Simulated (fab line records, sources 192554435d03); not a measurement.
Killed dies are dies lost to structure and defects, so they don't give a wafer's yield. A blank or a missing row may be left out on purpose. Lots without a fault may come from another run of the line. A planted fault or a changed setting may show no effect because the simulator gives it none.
A struck lot beside a sound one | flow n5_finfet | 39 steps out of a route of 1938
Sound: wafers L453.2, L453.3, L453.4. Struck: wafer L444.4. (L444.2 of the same lot was not struck and is left out.) The cause comes at the end.
At each step with rows: each side's tool, then ch and its chambers, then its first start. Under that, the readings that differ: sound wafers | struck wafers | difference of the means | sigmas: that difference in standard deviations of wafers without a fault.
alike: readings whose means differ by less than 2 such deviations, and words and numbers that are the same on both sides. not compared: withheld readings, readings that some wafer has no value for, bounds like >300 that may hide the same value, and numbers for which the record gives no deviation and whose values overlap.
The two part at a step that has a row with sigmas, a row that says differs or no value, or rows on one side only. Numbers that don't overlap but have no deviation are shown without sigmas and don't part them. A reading that every wafer of one side lacks parts them only if that side has two wafers or more.

first, 11 steps without rows for these wafers: N5_BEOL_M3_STRIP_65 (strips in N2/H2); N5_BEOL_M3_STRIP_75 (strips in N2/H2); N5_BEOL_M3_STRIP_66 (strips in CF4); N5_BEOL_M3_HM_OPEN_17 (chemistry Cl2/BCl3, target TiN, target depth 20 nm, overetch 6 nm); N5_BEOL_M3_STRIP_19 (strips in O2); N5_BEOL_M3_COAT_67 (time 60 s, resist thk 60 nm); N5_BEOL_M3_COAT_68 (time 60 s, resist thk 12 nm); N5_BEOL_M3_COAT_76 (time 60 s, resist thk 5 nm); N5_BEOL_M3_COAT_22 (resist thk 30 nm); N5_BEOL_M3_EBR_24; N5_BEOL_M3_SOFTBAKE_23 (time 60 s).
N5_BEOL_M3_EXPOSE_25: exposes mask V2, defocus 5 nm.
  sound on euv_scanner-01 ch 0, day 12 10:52; struck on euv_scanner-02 ch 0, day 10 06:56
  alike: mask, stage_msd_nm
then, 2 steps without rows for these wafers: N5_BEOL_M3_PEB_26 (peb time 60 s); N5_BEOL_M3_DEVELOP_27 (develop time 30 s).
N5_BEOL_M3_CD_MEAS_28: target cd 25.7 nm, target cd y 23.3 nm.
  sound on cd_sem-02 ch 0, day 12 11:00; struck on cd_sem-02 ch 0, day 10 07:05
  reading    | sound             | struck | difference | sigmas
  cd_nm (nm) | 25.16 25.27 25.46 | 15.72  | -9.58      | -38
then, 22 steps without rows for these wafers: N5_BEOL_M3_DESCUM_33 (chemistry O2, time 7 s); N5_BEOL_M3_ETCH_77 (etches underlayer in N2/H2, target depth 6.5 nm, time 5.2 s); N5_BEOL_M3_ETCH_69 (etches SiARC in CF4, target depth 15.6 nm, time 26 s); N5_BEOL_M3_ALD_98 (deposits SiO2, target thk 2.5 nm, pulse time 1 s, co reactant pulse time 1 s); N5_BEOL_M3_ETCHBACK_99 (etches SiO2 in CHF3, target depth 5 nm, time 10.4 s); N5_BEOL_M3_ETCH_70 (etches SOC in N2/H2, target depth 80 nm, overetch 16 nm, time 120 s); N5_BEOL_M3_STRIP_71 (strips in N2/H2); N5_BEOL_M3_STRIP_78 (strips in N2/H2); N5_BEOL_M3_VIA_ETCH_34 (etches the open film in C4F6/O2, target depth 69.4 nm, time 65.9 s); N5_BEOL_M3_STRIP_83 (strips in C4F6/O2); N5_BEOL_M3_STRIP_36 (strips in N2/H2); N5_BEOL_M3_TRENCH_ETCH_37 (etches SiOC in C4F6/O2, target depth 55.555 nm, time 29.2 s); N5_BEOL_M3_ETCH_41 (etches SiCN in CH3F/O2, target depth 29.9 nm, time 52.5 s); N5_BEOL_M3_STRIP_97 (strips in N2/H2, time 10 s); N5_BEOL_M3_HM_STRIP_39 (strips TiN in peroxide tin strip, target depth 25 nm, time 158 s); N5_BEOL_M3_SRD_40 (time 30 s); N5_BEOL_M3_PRECLEAN_42 (cleans in residue remover, time 60 s); N5_BEOL_M3_SRD_43 (time 30 s); N5_BEOL_M3_DEGAS_44 (time 60 s); N5_BEOL_M3_PRE_CLEAN_45 (time 30 s); N5_BEOL_M3_ALD_84 (deposits TaN, pulse time 2 s, purge time 3 s, co reactant purge time 2 s); N5_BEOL_M3_SURFACE_TREAT_85.
N5_BEOL_M4_RC_MEAS_101:
  the record has rows for the sound wafers here (prober-02 ch 0, day 13 05:41) and none for the struck ones
-- the record jumps here: 5 days lie between the struck wafers' starts before and after (it left off in module BEOL_M4 and takes up again in module PASSIVATION, whose first step shown is number 1936 of the route) --
N5_PASSIVATION_PROBE_49:
  sound on prober-02, day 17 14:31; struck on prober-01, day 15 13:30
  reading                  | sound          | struck | difference | sigmas
  defect_limited_yield (%) | 93.7 92.3 93.2 | 0      | -93        | -58
  killed_at_M0_to_M3       | 38 33 34       | 1095   | +1060      | +99 or more
  killed_at_front_end      | 18 31 26       | 56     | +31        | +2
  killed_dies              | 74 91 80       | 1180   | +1098      | +58
  killed_on_rim            | 8 12 9         | 152    | +142       | +35
  sort_bin_5_function (%)  | 3.5 4.6 3.9    | 95.8   | +91.8      | +92
  sort_n_pass              | 1106 1089 1100 | 0      | -1098      | -58
  sort_yield_pct (%)       | 93.7 92.3 93.2 | 0      | -93        | -58
  alike: killed_at_M4_up, killed_at_contacts, killed_at_other, killed_open, killed_short, sort_bin_6_memory, sort_bin_8_speed

WHERE THEY PART
First at N5_BEOL_M3_CD_MEAS_28; last, within this record, at N5_PASSIVATION_PROBE_49.

WHY: what the simulator had put in
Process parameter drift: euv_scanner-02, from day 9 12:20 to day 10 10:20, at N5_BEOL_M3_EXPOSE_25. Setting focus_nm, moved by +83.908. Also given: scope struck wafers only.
